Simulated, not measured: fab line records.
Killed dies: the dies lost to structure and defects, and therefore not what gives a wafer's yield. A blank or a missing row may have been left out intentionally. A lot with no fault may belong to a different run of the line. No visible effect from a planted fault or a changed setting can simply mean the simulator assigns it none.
Comparing a struck lot with a sound one    flow nand_harc    41 out of 1159 route steps
Sound: the wafers L678.1, L678.2, L678.4. Wafers L695.2, L695.5, L695.6 were the ones struck. The cause is given at the end.
Order at every step that has rows: each side's tool, ch and its chambers, its first start. Under that, the readings that differ: sound wafers    struck wafers    difference of the means    sigmas: that difference in standard deviations of wafers without a fault.
alike: words and numbers the same on both sides, and readings whose means are apart by under 2 such deviations; not compared: readings that were withheld, readings missing a value for some wafer, numbers with overlapping values and no deviation given by the record, and bounds like >300 which may hide the same value.
Wherever a step has rows on one side only, a row that says differs or no value, or a row with sigmas, the two part there. When numbers do not overlap yet have no deviation, they are printed without sigmas and do not part them. A reading missing from all wafers of one side parts the sides only when that side holds two or more wafers.

first, 1 step without rows for these wafers: NHARC_A_CONTACT_DEVELOP_07 (develop time 35 s).
NHARC_A_CONTACT_CD_MEAS_08: target cd 100 nm.
  sound on cd_sem-01 ch 0, day 17 17:52; struck on cd_sem-01 ch 0, day 21 18:22
  alike: cd_nm
NHARC_A_CONTACT_OVL_MEAS_09:
  sound on overlay-02 at day 17 17:58; struck on overlay-02 at day 21 18:28
  alike: overlay_x_nm, overlay_y_nm
NHARC_A_CONTACT_INSPECT_10:
  sound on defect_inspect-02 at day 17 18:00; struck on defect_inspect-02 at day 21 18:30
  alike: raw_defect_count
then, 4 steps without rows for these wafers: NHARC_A_CONTACT_DESCUM_13 (chemistry O2, time 3 s); NHARC_A_CONTACT_ETCH_88 (etches the open film in CF4, target depth 39 nm, time 65 s); NHARC_A_CONTACT_ETCH_89 (etches the open film in N2/H2, target depth 260 nm, time 475.3 s); NHARC_A_CONTACT_ETCH_30 (etches the open film in CF4/CHF3, target depth 60.5 nm, time 30.2 s).
NHARC_A_CONTACT_ETCH_31: etches the open film in O2/COS, target depth 2000 nm, time 520 s.
  sound: rie_diel-07 ch 0,1,3; struck: rie_diel-06 ch 1,2,3
  alike: drypump_motor_current_A, o2_flow_sccm, oes_product_au, rf_vpp_V, showerhead_plenum_p_Torr, throttle_valve_pct
  not compared: rf_hours_counter_h
then, 1 step without rows for these wafers: NHARC_A_CONTACT_ETCH_134 (etches the open film in C4F8/O2/Ar, time 140 s, target depth 700 nm).
NHARC_A_CONTACT_ETCH_135: etches the open film in C4F8/O2/Ar, time 132 s, target depth 1287 nm.
  sound on har_cap_etch-01 ch 0,1, day 17 19:19; struck on har_cap_etch-01 ch 0,1, day 21 19:55
  not compared: rf_hours_counter_h
then, 1 step without rows for these wafers: NHARC_A_CONTACT_ETCH_136 (etches the open film in C4F8/O2/Ar, time 132 s, target depth 1287 nm).
NHARC_A_CONTACT_ETCH_137: etches the open film in C4F8/O2/Ar, time 132 s, target depth 1287 nm.
  sound on har_cap_etch-01 ch 0,1, day 17 19:38; struck on har_cap_etch-01 ch 0,1, day 21 20:10
  not compared: rf_hours_counter_h
then, 4 steps without rows for these wafers: NHARC_A_CONTACT_ETCH_138 (etches the open film in C4F8/O2/Ar, time 132 s, target depth 1289 nm); NHARC_A_CONTACT_ETCH_139 (etches the open film in C4F8/O2/Ar, time 137 s, target depth 590 nm); NHARC_A_CONTACT_ETCH_92 (etches the open film in CH3F/O2, target depth 40 nm, time 85.7 s); NHARC_A_CONTACT_ETCH_98 (etches the open film in C4F6/O2, target depth 20 nm, time 10 s).
NHARC_A_CONTACT_CD_MEAS_15:
  sound on cd_sem-03 at day 17 20:30; struck on cd_sem-01 at day 21 21:02
  alike: cd_nm
then, 3 steps without rows for these wafers: NHARC_A_CONTACT_STRIP_107 (strips in N2/H2); NHARC_A_CONTACT_STRIP_108 (strips in CF4/CHF3); NHARC_A_CONTACT_STRIP_109 (strips in O2/COS).
NHARC_A_CONTACT_ETCH_110: etches the open film in CF4/O2, target depth 50 nm, overetch 5 nm, time 27.5 s.
  sound on rie_diel-07 ch 0,1,2, day 17 20:48; struck on rie_diel-07 ch 0,3, day 21 21:20
  alike: drypump_motor_current_A, o2_flow_sccm, oes_product_au, rf_vpp_V, showerhead_plenum_p_Torr, throttle_valve_pct
  not compared: rf_hours_counter_h
then, 3 steps without rows for these wafers: NHARC_A_CONTACT_STRIP_26 (strips in O2); NHARC_A_CONTACT_STRIP_27 (strips in post etch residue remover, time 600 s); NHARC_A_CONTACT_ALD_18 (deposits TiN, target thk 3 nm, pulse time 1 s, ald cycles 150).
NHARC_A_CONTACT_CVD_19: deposits W, target thk 300 nm, time 802 s.
  sound: cvd_w-01 ch 0,1; struck: cvd_w-01 ch 0,1
  alike: heater_power_w, throttle_valve_pct
  not compared: since_wet_clean_h
NHARC_A_CONTACT_CMP_20: polishes, t overpolish 30 s, target thk 300 nm.
  sound on cmp-03 ch 0,1,2, day 18 07:18; struck on cmp-03 ch 0,1,2, day 22 01:22
  alike: motor_current_A, overpolish_run_s, time_to_endpoint_s
then, 11 steps without rows for these wafers: NHARC_A_CONTACT_SRD_22; NHARC_A_BLC_DEHYDRATE_00 (time 120 s); NHARC_A_BLC_HMDS_01 (time 30 s); NHARC_A_BLC_COAT_02 (time 75 s); NHARC_A_BLC_COAT_03 (time 65 s); NHARC_A_BLC_COAT_04 (resist thk 90 nm); NHARC_A_BLC_SOFTBAKE_05 (time 55 s); NHARC_A_BLC_EBR_06; NHARC_A_BLC_EXPOSE_07 (exposes mask A BLC, target cd 100 nm); NHARC_A_BLC_PEB_08 (peb time 65 s); NHARC_A_BLC_DEVELOP_09 (develop time 35 s).
NHARC_A_BLC_CD_MEAS_10: target cd 100 nm.
  sound on cd_sem-01 ch 0, day 18 08:11; struck on cd_sem-03 ch 0, day 22 02:13
  alike: cd_nm
NHARC_A_BLC_OVL_MEAS_11:
  sound on overlay-01 at day 18 08:17; struck on overlay-02 at day 22 02:19
reading            sound           struck       difference  sigmas
overlay_y_nm (nm)  -0.5 -0.2 -0.1  1.4 0.8 1.7  +1.6        +2
  alike: overlay_x_nm
-- break in the record here, with 2 days between the starts of the struck wafers on either side (left off in module A_BLC, picked up again in module END, where the first step shown is number 1159 on the route) --
NHARC_END_SORT_01:
  only the struck wafers appear in the record here, on prober-01 ch 0 at day 24 10:06; the sound ones have no rows

WHERE THEY PART
First at NHARC_A_BLC_OVL_MEAS_11; last, within this record, at NHARC_END_SORT_01.

WHY: whatever the simulator had introduced
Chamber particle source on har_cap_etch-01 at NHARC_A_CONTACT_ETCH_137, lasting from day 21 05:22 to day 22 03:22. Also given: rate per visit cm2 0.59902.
